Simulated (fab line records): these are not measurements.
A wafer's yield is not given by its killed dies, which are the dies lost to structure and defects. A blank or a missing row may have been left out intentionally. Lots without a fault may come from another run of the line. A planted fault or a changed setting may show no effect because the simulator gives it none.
fab line records | flow nand_harc
[record] lots = 12 | wafers = 36 | last_day = 24
route steps=1159 shown P_ZERO_WELL@68 P_GATE@145 P_CONTACT@237 END@1159
lots untouched by any fault: they come from a run of this same line in which no faults occurred
start_h: hours from the record's first day to the start of the lot's first wafer shown | wait_h: hours elapsed since this lot's preceding step | " the same as in the row above | L1.1+2: several wafers, shown together as one row | - no value, or no start given | * or withheld: withheld | < > ~ a bound
route shown NAME@n: NAME is a module with steps in the file, n the number in the route of the first one | usual: mean and standard deviation over wafers with no fault | same: alike in all rows | chamber/n: place in a boat | sites: readings site by site | _std_site: the standard deviation of these | _edge_site: inner sites' mean taken away from outer sites' mean | radius_mm: for every site, how far away it sits from the centre of the wafer | mask NAME#n: copy n | behind: the most recent tool/chamber to have shaped the wafer | hold: cause of the lot's hold/its duration in hours/its outcome | device: names the non-switching transistor (n, p or np) | end of line: at the end of the route, the tests of the same wafers | a step with no rows: only its recipe | killed: dies lost to structure and defects at the first sort, not the wafer's yield | map: per-die view of a wafer (x killed, . not killed, _ where there is no die)
set.NAME: the setting as run; set.NAME@STEP: as run at that earlier step | model.NAME: the simulator's own value behind a step, which no gauge read
route steps across a sampled set of lots; one table per step, one row per wafer
services: from which hour (start_h, from the record's first day; less than 0 if before it) a tool's chamber was out of use, for how many hours, and why
[[steps]]
[step NHARC_P_ZERO_WELL_INSPECT_43]
[usual] raw_defect_count = 15/7.6
lot.wafer | tool              | chamber | start_h | wait_h | raw_defect_count
L698.2    | defect_inspect-01 | -       | 25.55   | 0.5    | 22
L698.3    | "                 | -       | "       | "      | 14
L698.5    | "                 | -       | "       | "      | 36
L699.2    | defect_inspect-01 | -       | 31.49   | 0.5    | 15
L699.4    | "                 | -       | "       | "      | 12
L699.5    | "                 | -       | "       | "      | 17
L701.2    | defect_inspect-02 | -       | 43.68   | 0.5    | 9
L701.3    | "                 | -       | "       | "      | 28
L701.5    | "                 | -       | "       | "      | 11
L704.1    | defect_inspect-01 | -       | 61.59   | 0.6    | 7
L704.2    | "                 | -       | "       | "      | 21
L704.4    | "                 | -       | "       | "      | 12
L707.1    | defect_inspect-01 | -       | 79.67   | 0.6    | 8
L707.2    | "                 | -       | "       | "      | 11
L707.6    | "                 | -       | "       | "      | 3
L710.2    | defect_inspect-01 | -       | 97.76   | 0.5    | 18
L710.4    | "                 | -       | "       | "      | 14
L710.5    | "                 | -       | "       | "      | 12
L711.2    | defect_inspect-02 | -       | 103.85  | 0.5    | 13
L711.3    | "                 | -       | "       | "      | 13
L711.6    | "                 | -       | "       | "      | 14
L712.1    | defect_inspect-02 | -       | 109.41  | 0.6    | 11
L712.2    | "                 | -       | "       | "      | 15
L712.5    | "                 | -       | "       | "      | 12
L714.1    | defect_inspect-01 | -       | 121.69  | 0.6    | 17
L714.4    | "                 | -       | "       | "      | 13
L714.6    | "                 | -       | "       | "      | 22
L716.1    | defect_inspect-01 | -       | 133.74  | 0.6    | 7
L716.2    | "                 | -       | "       | "      | 4
L716.6    | "                 | -       | "       | "      | 10
L717.1    | defect_inspect-02 | -       | 139.47  | 0.6    | 12
L717.4    | "                 | -       | "       | "      | 17
L717.6    | "                 | -       | "       | "      | 9
L718.1    | defect_inspect-02 | -       | 145.66  | 0.6    | 7
L718.3    | "                 | -       | "       | "      | 16
L718.6    | "                 | -       | "       | "      | 25
[step NHARC_P_GATE_ETCH_104]
[recipe] target_depth_a = 600 | time_s = withheld | cf4_flow_sccm = 100 | chf3_flow_sccm = 30 | ar_flow_sccm = 0 | rf_w = 500 | bias_w = 200 | chemistry = CF4/CHF3
[usual] bias_w = 200.0/0.64 | drypump_motor_current_A = 6.0/0.39 | oes_product_au = 0.948/0.022 | rf_vpp_V = 370.3/2.7 | showerhead_plenum_p_Torr = 1.57/0.079 | throttle_valve_pct = 16.804/0.0092
lot.wafer | tool        | chamber | start_h | wait_h | bias_w | drypump_motor_current_A | oes_product_au | rf_vpp_V | showerhead_plenum_p_Torr | throttle_valve_pct
L698.2    | rie_diel-03 | 3       | 87.92   | 0.3    | 199.8  | 6.7                     | 0.912          | 368.3    | 1.54                     | 16.793
L698.3    | "           | 2       | "       | "      | 200.8  | 5.6                     | 0.920          | 374.4    | 1.67                     | 16.807
L698.5    | "           | 0       | "       | "      | 199.8  | 5.9                     | 0.941          | 370.8    | 1.57                     | 16.806
L699.4    | rie_diel-12 | 3       | 104.13  | 0.1    | 199.7  | 5.5                     | 0.959          | 372.1    | 1.64                     | 16.794
L699.2    | "           | 2       | "       | "      | 198.8  | 5.3                     | 0.961          | 369.2    | 1.51                     | 16.796
L699.5    | "           | 3       | "       | "      | 200.2  | 5.5                     | 0.970          | 372.6    | 1.64                     | 16.809
L701.2    | rie_diel-11 | 3       | 111.09  | 0.1    | 199.5  | 6.6                     | 0.939          | 367.6    | 1.50                     | 16.813
L701.3    | "           | 0       | "       | "      | 199.1  | 5.8                     | 0.945          | 368.2    | 1.51                     | 16.794
L701.5    | "           | 2       | "       | "      | 199.8  | 6.1                     | 0.981          | 367.3    | 1.47                     | 16.809
L704.4    | rie_diel-11 | 2       | 124.55  | 0.1    | 200.0  | 6.1                     | 0.994          | 367.4    | 1.46                     | 16.820
L704.1    | "           | 0       | "       | "      | 198.8  | 5.8                     | 0.960          | 367.9    | 1.51                     | 16.817
L704.2    | "           | 1       | "       | "      | 200.1  | 5.7                     | 0.976          | 375.4    | 1.69                     | 16.807
L707.2    | rie_diel-03 | 2       | 141.62  | 0.1    | 199.5  | 5.5                     | 0.965          | 374.7    | 1.66                     | 16.801
L707.1    | "           | 3       | "       | "      | 200.2  | 6.6                     | 0.937          | 369.6    | 1.54                     | 16.798
L707.6    | "           | 0       | "       | "      | 199.0  | 5.9                     | 0.945          | 371.1    | 1.57                     | 16.808
L710.4    | rie_diel-03 | 1       | 167.85  | 0.1    | 199.6  | 6.0                     | 0.952          | 367.7    | 1.48                     | 16.796
L710.2    | "           | 2       | "       | "      | 200.5  | 5.5                     | 0.940          | 372.2    | 1.66                     | 16.811
L710.5    | "           | 0       | "       | "      | 200.0  | 5.9                     | 0.953          | 369.7    | 1.57                     | 16.799
L711.2    | rie_diel-03 | 2       | 168.74  | 0.3    | 199.5  | 5.5                     | 0.914          | 371.9    | 1.66                     | 16.803
L711.3    | "           | 3       | "       | "      | 200.0  | 6.7                     | 0.926          | 368.5    | 1.54                     | 16.801
L711.6    | "           | 2       | "       | "      | 198.8  | 5.6                     | 0.914          | 373.1    | 1.66                     | 16.801
L712.2    | rie_diel-03 | 1       | 182.09  | 0.1    | 198.2  | 6.0                     | 0.963          | 367.2    | 1.48                     | 16.807
L712.1    | "           | 2       | "       | "      | 200.2  | 5.5                     | 0.645          | 374.1    | 1.66                     | 16.802
L712.5    | "           | 0       | "       | "      | 200.0  | 5.9                     | 0.962          | 369.7    | 1.57                     | 16.805
L714.1    | rie_diel-03 | 2       | 192.74  | 0.2    | 198.8  | 5.6                     | 0.623          | 373.9    | 1.66                     | 16.793
L714.4    | "           | 3       | "       | "      | 200.9  | 6.7                     | 0.941          | 370.8    | 1.54                     | 16.795
L714.6    | "           | 3       | "       | "      | 199.8  | 6.7                     | 0.938          | 369.4    | 1.54                     | 16.808
L716.2    | rie_diel-12 | 0       | 198.25  | 0.1    | 199.6  | 6.1                     | 0.955          | 373.8    | 1.64                     | 16.790
L716.1    | "           | 1       | "       | "      | 200.5  | 6.0                     | 0.964          | 367.3    | 1.47                     | 16.801
L716.6    | "           | 0       | "       | "      | 200.1  | 6.1                     | 0.963          | 372.3    | 1.64                     | 16.805
L718.3    | rie_diel-12 | 1       | 211.89  | 0.1    | 199.0  | 5.9                     | 0.967          | 374.1    | 1.70                     | 16.817
L718.1    | "           | 2       | "       | "      | 201.0  | 5.3                     | 0.962          | 368.2    | 1.50                     | 16.815
L718.6    | "           | 3       | "       | "      | 200.1  | 5.5                     | 0.975          | 373.2    | 1.63                     | 16.795
L717.4    | rie_diel-11 | 0       | 212.53  | 0.1    | 199.4  | 5.8                     | 0.972          | 368.6    | 1.51                     | 16.825
L717.1    | "           | 2       | "       | "      | 201.0  | 6.1                     | 0.965          | 376.2    | 1.70                     | 16.795
L717.6    | "           | 1       | "       | "      | 201.1  | 5.7                     | 0.972          | 372.8    | 1.69                     | 16.815
[step NHARC_P_CONTACT_ETCH_36]
[recipe] target_depth_a = 2600 | over_etch_frac = 0.25 | time_s = 406.25 | ion_energy_ev = 200 | n2_flow_sccm = 150 | h2_flow_sccm = 150 | ar_flow_sccm = 0 | rf_w = 400 | bias_w = 150 | chemistry = N2/H2
[usual] bias_w = 150.0/0.46 | drypump_motor_current_A = 5.9/0.62 | n2_flow_sccm = 149.9/0.44 | oes_product_au = 0.998/0.011 | rf_vpp_V = 430.9/2.4 | showerhead_plenum_p_Torr = 2.06/0.085 | throttle_valve_pct = 14.172/0.0096
lot.wafer | tool        | chamber | start_h | wait_h | bias_w | drypump_motor_current_A | n2_flow_sccm | oes_product_au | rf_hours_counter_h | rf_vpp_V | showerhead_plenum_p_Torr | throttle_valve_pct
L698.2    | rie_diel-02 | 3       | -       | -      | 150.4  | 6.6                     | 150.3        | 0.984          | 12                 | 430.2    | 2.10                     | 14.172
L698.3    | "           | 0       | "       | "      | 149.7  | 5.0                     | 150.2        | 1.009          | 13                 | 427.5    | 1.93                     | 14.180
L698.5    | "           | 3       | "       | "      | 150.8  | 6.6                     | 150.0        | 0.977          | -                  | 432.2    | 2.10                     | 14.191
L699.4    | rie_diel-05 | 1       | -       | -      | 150.2  | 5.7                     | 149.9        | 1.011          | 45                 | 430.2    | 2.03                     | 14.165
L699.2    | "           | 0       | "       | "      | 150.4  | 4.8                     | 149.1        | 1.010          | 44                 | 429.8    | 2.03                     | 14.174
L699.5    | "           | 2       | "       | "      | 150.2  | 6.1                     | 149.8        | 0.994          | -                  | 427.6    | 1.96                     | 14.194
L701.2    | rie_diel-02 | 0       | -       | -      | 150.6  | 5.0                     | 149.2        | 1.004          | 15                 | 428.8    | 1.93                     | 14.182
L701.3    | "           | 1       | "       | "      | 150.6  | 5.2                     | 150.2        | 1.000          | 16                 | 433.9    | 2.13                     | 14.169
L701.5    | "           | 3       | "       | "      | 150.3  | 6.6                     | 149.9        | 0.991          | -                  | 430.8    | 2.10                     | 14.152
L704.1    | rie_diel-08 | 1       | -       | -      | 149.5  | 5.1                     | 150.1        | 1.006          | 1                  | 430.6    | 2.02                     | 14.177
L704.4    | "           | 2       | "       | "      | 149.9  | 6.3                     | 150.2        | 0.961          | 1                  | 428.2    | 1.98                     | 14.183
L704.2    | "           | 3       | "       | "      | 149.3  | 6.3                     | 149.9        | 0.990          | 1                  | 433.6    | 2.14                     | 14.181
L707.1    | rie_diel-05 | 0       | -       | -      | 150.0  | 4.8                     | 149.5        | 0.984          | 58                 | 429.0    | 2.03                     | 14.181
L707.2    | "           | 2       | "       | "      | 149.9  | 6.2                     | 150.0        | 0.980          | 61                 | 427.6    | 1.95                     | 14.166
L707.6    | "           | 3       | "       | "      | 150.3  | 6.5                     | 150.5        | 1.009          | -                  | 427.0    | 1.91                     | 14.162
L710.4    | rie_diel-02 | 3       | -       | -      | 150.8  | 6.6                     | 149.9        | 1.003          | 2                  | 432.4    | 2.10                     | 14.188
L710.2    | "           | 0       | "       | "      | 149.9  | 5.0                     | 150.7        | 1.021          | 3                  | 428.5    | 1.93                     | 14.158
L710.5    | "           | 3       | "       | "      | 150.3  | 6.6                     | 149.3        | 1.004          | -                  | 432.1    | 2.10                     | 14.183
L711.3    | rie_diel-02 | 3       | -       | -      | 150.5  | 6.6                     | 150.0        | 0.997          | 4                  | 432.0    | 2.10                     | 14.158
L711.2    | "           | 0       | "       | "      | 150.4  | 5.0                     | 150.1        | 1.012          | 4                  | 427.8    | 1.93                     | 14.170
L711.6    | "           | 0       | "       | "      | 149.8  | 5.0                     | 149.4        | 1.009          | -                  | 427.3    | 1.92                     | 14.178
L712.1    | rie_diel-02 | 2       | -       | -      | 150.3  | 6.2                     | 149.2        | 0.989          | 5                  | 432.9    | 2.17                     | 14.166
L712.2    | "           | 0       | "       | "      | 149.7  | 5.0                     | 149.3        | 1.006          | 5                  | 426.1    | 1.92                     | 14.189
L712.5    | "           | 2       | "       | "      | 150.2  | 6.2                     | 149.3        | 0.987          | -                  | 432.4    | 2.16                     | 14.168
L714.1    | rie_diel-08 | 1       | -       | -      | 150.1  | 5.1                     | 150.0        | 1.005          | 8                  | 429.8    | 2.02                     | 14.175
L714.4    | "           | 3       | "       | "      | 150.1  | 6.3                     | 150.5        | 1.009          | 7                  | 432.8    | 2.14                     | 14.185
L714.6    | "           | 1       | "       | "      | 150.2  | 5.2                     | 150.6        | 1.013          | -                  | 430.1    | 2.02                     | 14.154
L716.1    | rie_diel-02 | 3       | -       | -      | 149.7  | 6.6                     | 150.0        | 0.989          | 6                  | 432.5    | 2.10                     | 14.171
L716.2    | "           | 1       | "       | "      | 149.4  | 5.2                     | 149.7        | 1.001          | 5                  | 432.2    | 2.13                     | 14.185
L716.6    | "           | 3       | "       | "      | 149.7  | 6.6                     | 150.5        | 0.998          | -                  | 432.4    | 2.10                     | 14.171
L718.3    | rie_diel-08 | 1       | -       | -      | 150.4  | 5.2                     | 150.0        | 1.010          | 10                 | 430.7    | 2.02                     | 14.183
L718.1    | "           | 3       | "       | "      | 149.3  | 6.3                     | 149.9        | 0.995          | 9                  | 431.7    | 2.14                     | 14.164
L718.6    | "           | 1       | "       | "      | 150.3  | 5.1                     | 149.8        | 1.004          | -                  | 429.3    | 2.02                     | 14.174
L717.1    | rie_diel-05 | 3       | -       | -      | 150.0  | 6.5                     | 150.4        | 1.009          | 24                 | 426.4    | 1.90                     | 14.173
L717.4    | "           | 0       | "       | "      | 149.3  | 4.8                     | 149.6        | 0.993          | 25                 | 430.6    | 2.02                     | 14.174
L717.6    | "           | 0       | "       | "      | 148.9  | 4.8                     | 149.9        | 0.991          | -                  | 430.0    | 2.02                     | 14.171
[step NHARC_P_CONTACT_ETCH_18]
[recipe] target_depth_a = 4810 | time_s = 240.5 | c4f8_flow_sccm = 20 | o2_flow_sccm = 10 | ar_flow_sccm = withheld | rf_w = 600 | bias_w = 1500 | chemistry = C4F8/O2/Ar
[usual] bias_w = 1499/4.1 | oes_product_au = 0.961/0.017 | rf_vpp_V = 980/5.5
lot.wafer | tool        | chamber | start_h | wait_h | bias_w | oes_product_au | rf_hours_counter_h | rf_vpp_V
L698.2    | rie_diel-02 | 2       | -       | -      | 1501   | 0.951          | 12                 | 987
L698.3    | "           | 0       | "       | "      | 1498   | 0.984          | 13                 | 971
L698.5    | "           | 1       | "       | "      | 1500   | 0.967          | -                  | 985
L699.4    | rie_diel-05 | 0       | -       | -      | 1500   | 0.989          | 44                 | 977
L699.2    | "           | 1       | "       | "      | 1499   | 0.971          | 46                 | 978
L699.5    | "           | 3       | "       | "      | 1501   | 0.999          | -                  | 971
L701.2    | rie_diel-02 | 2       | -       | -      | 1497   | 0.982          | 13                 | 986
L701.3    | "           | 3       | "       | "      | 1510   | 0.939          | 14                 | 982
L701.5    | "           | 2       | "       | "      | 1501   | 0.976          | -                  | 985
L704.1    | rie_diel-08 | 3       | -       | -      | 1502   | 0.961          | 1                  | 984
L704.2    | "           | 0       | "       | "      | 1500   | 0.964          | 1                  | 983
L704.4    | "           | 1       | "       | "      | 1497   | 0.960          | 1                  | 978
L707.1    | rie_diel-05 | 2       | -       | -      | 1493   | 0.965          | 61                 | 973
L707.2    | "           | 0       | "       | "      | 1508   | 0.955          | 58                 | 978
L707.6    | "           | 3       | "       | "      | 1508   | 0.977          | -                  | 969
L710.4    | rie_diel-02 | 3       | -       | -      | 1500   | 0.933          | 3                  | 982
L710.2    | "           | 1       | "       | "      | 1495   | 0.979          | 3                  | 983
L710.5    | "           | 2       | "       | "      | 1503   | 0.965          | -                  | 987
L711.2    | rie_diel-02 | 2       | -       | -      | 1500   | 0.971          | 4                  | 986
L711.3    | "           | 0       | "       | "      | 1499   | 0.967          | 4                  | 972
L711.6    | "           | 3       | "       | "      | 1502   | 0.966          | -                  | 982
L712.1    | rie_diel-02 | 2       | -       | -      | 1495   | 0.965          | 5                  | 987
L712.2    | "           | 0       | "       | "      | 1509   | 0.959          | 5                  | 969
L712.5    | "           | 2       | "       | "      | 1496   | 0.967          | -                  | 986
L714.1    | rie_diel-08 | 1       | -       | -      | 1498   | 0.961          | 8                  | 976
L714.4    | "           | 2       | "       | "      | 1499   | 0.954          | 8                  | 975
L714.6    | "           | 0       | "       | "      | 1504   | 0.936          | -                  | 984
L716.2    | rie_diel-02 | 1       | -       | -      | 1497   | 0.965          | 5                  | 983
L716.1    | "           | 2       | "       | "      | 1503   | 0.964          | 6                  | 985
L716.6    | "           | 3       | "       | "      | 1504   | 0.951          | -                  | 982
L718.3    | rie_diel-08 | 3       | -       | -      | 1500   | 0.914          | 10                 | 985
L718.1    | "           | 1       | "       | "      | 1510   | 0.936          | 10                 | 977
L718.6    | "           | 2       | "       | "      | 1509   | 0.908          | -                  | 975
L717.4    | rie_diel-05 | 3       | -       | -      | 1495   | 0.992          | 24                 | 969
L717.1    | "           | 1       | "       | "      | 1499   | 0.945          | 26                 | 975
L717.6    | "           | 0       | "       | "      | 1497   | 0.973          | -                  | 978
[step NHARC_END_SORT_01]
[recipe] temp_c = 25
[usual] killed_at_array = 25/10 | killed_at_other = 0.6/0.91 | killed_at_periphery = 3.6/2.9 | killed_dies = 29/10 | killed_open = 3.3/2 | killed_short = 1.9/1.5
[same] gross_dies = 677
lot.wafer | tool      | chamber | start_h | wait_h | killed_at_array | killed_at_other | killed_at_periphery | killed_dies | killed_open | killed_short
L712.1    | prober-02 | 0       | 540.38  | 2.5    | 20              | 2               | 85                  | 107         | 4           | 1
L712.2    | prober-02 | 0       | 541.18  | 2.8    | 32              | 2               | 0                   | 34          | 1           | 1
L712.5    | prober-02 | 0       | 543.56  | 3.7    | 23              | 3               | 1                   | 27          | 2           | 3
L714.1    | prober-01 | 0       | 548.32  | 2.5    | 36              | 2               | 108                 | 146         | 2           | 1
L714.4    | prober-01 | 0       | 550.73  | 3.4    | 33              | 0               | 3                   | 36          | 2           | 3
L714.6    | prober-01 | 0       | 552.34  | 4.0    | 37              | 2               | 2                   | 41          | 2           | 0
// killed by level:class
L712.1 P_GATE:area_etch=83 A_STAIRCASE:chamber_film_flake=8 A_CHANNEL_HOLE_D1:chamber_film_flake=7 A_BLC:chamber_film_flake=2 P_CONTACT:geometric_particle:open=1 A_CHANNEL_FILL_D1:geometric_particle:open=1 A_CONTACT:geometric_particle:open=1 A_CONTACT:geometric_particle:short=1
L712.2 A_CHANNEL_HOLE_D1:chamber_film_flake=22 A_STAIRCASE:chamber_film_flake=4 A_CONTACT:chamber_film_flake=2 HYBRID_BOND:chamber_film_flake=2 A_CHANNEL_FILL_D1:geometric_particle:open=1 A_BLC:geometric_particle:short=1 A_SLIT:chamber_film_flake=1 A_WL_FILL:chamber_film_flake=1
L712.5 A_CHANNEL_HOLE_D1:chamber_film_flake=9 A_STAIRCASE:chamber_film_flake=3 A_CONTACT:chamber_film_flake=3 HYBRID_BOND:chamber_film_flake=3 A_WL_FILL:geometric_particle:short=2 A_BLC:chamber_film_flake=2 P_M0:geometric_particle:open=1 A_BLC:geometric_particle:short=1
L714.1 P_GATE:area_etch=106 A_SLIT:chamber_film_flake=17 A_STAIRCASE:chamber_film_flake=10 A_CONTACT:chamber_film_flake=5 THIN_TSV:chamber_film_flake=2 A_ONON_D1:geometric_particle:short=1 A_CHANNEL_HOLE_D1:chamber_film_flake=1 A_CHANNEL_FILL_D1:geometric_particle:open=1
L714.4 A_SLIT:chamber_film_flake=13 A_CHANNEL_HOLE_D1:chamber_film_flake=6 A_CONTACT:chamber_film_flake=6 A_STAIRCASE:chamber_film_flake=4 P_M0:geometric_particle:open=1 P_M2:geometric_particle:short=1 A_ONON_D1:geometric_particle:open=1 A_CHANNEL_FILL_D1:geometric_particle:short=1
L714.6 A_SLIT:chamber_film_flake=16 A_CONTACT:chamber_film_flake=8 A_STAIRCASE:chamber_film_flake=5 A_CHANNEL_HOLE_D1:chamber_film_flake=3 P_ZERO_WELL:chamber_film_flake=2 A_BLC:chamber_film_flake=2 THIN_TSV:chamber_film_flake=2 A_WL_FILL:geometric_particle:open=1
[[services]]
tool        | chamber | start_h | hours | kind
rie_diel-11 | 1       | 73.61   | 14.5  | repair
rie_diel-02 | 2       | 76.03   | 4.1   | repair
rie_diel-02 | 0       | 80.83   | -     | clean
rie_diel-02 | 1       | 80.83   | -     | clean
rie_diel-02 | 2       | 80.83   | -     | clean
rie_diel-02 | 3       | 80.83   | -     | clean
rie_diel-11 | 1       | 104.11  | 4.5   | repair
rie_diel-08 | 1       | 108.66  | 7.9   | repair
rie_diel-08 | 3       | 109.85  | 9.1   | repair
rie_diel-08 | -       | 124.80  | 9.0   | pm
rie_diel-08 | 1       | 134.74  | 5.1   | repair
rie_diel-08 | -       | 140.42  | 0.7   | repair
rie_diel-03 | 3       | 148.73  | 7.9   | repair
rie_diel-02 | -       | 150.70  | 9.0   | pm
rie_diel-11 | -       | 155.07  | 0.5   | repair
rie_diel-08 | 2       | 160.91  | 5.5   | repair
rie_diel-05 | -       | 163.65  | 9.0   | pm
rie_diel-02 | 3       | 171.82  | 4.8   | repair
rie_diel-02 | 2       | 179.85  | 2.3   | repair
rie_diel-11 | -       | 189.52  | 9.0   | pm
rie_diel-08 | 3       | 194.34  | 1.6   | repair
rie_diel-12 | -       | 202.53  | 9.0   | pm
rie_diel-03 | -       | 215.30  | 9.0   | pm
rie_diel-08 | 0       | 231.52  | 3.8   | repair
[[key]]
[first_sign] step = NHARC_P_GATE_ETCH_104 | reading = oes_product_au | direction = down | sigmas = 14 | usual = 0.948 | struck = 0.634
[effect] step = NHARC_END_SORT_01 | reading = killed_at_periphery | direction = up | sigmas = 32 | usual = 3.6 | struck = 96.5
[more_kills_born_at] NHARC_P_GATE_ETCH_104@rie_diel-03 = 189
met_at NHARC_P_GATE_ETCH_104
struck_lots L712,L714
struck_wafers L712.1,L714.1
tester_left_out L712,L714
not_acting_at NHARC_P_ZERO_WELL_INSPECT_43,NHARC_P_CONTACT_ETCH_36,NHARC_P_CONTACT_ETCH_18
onset_between 168.74 182.09
[fault] kind = process_parameter_drift | tool = rie_diel-03 | chamber = 2 | onset_h = 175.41 | steps = NHARC_P_GATE_ETCH_104 | channel = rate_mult | offset = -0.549 | shape = step | end_h = 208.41
// tester_left_out: of these lots the tester's yield and bins aren't shown, on N5 and GAA mostly nor the transistor test; their killed dies are dies lost to structure and defects alone, not to doping, threshold or leakage, so they don't give the yield
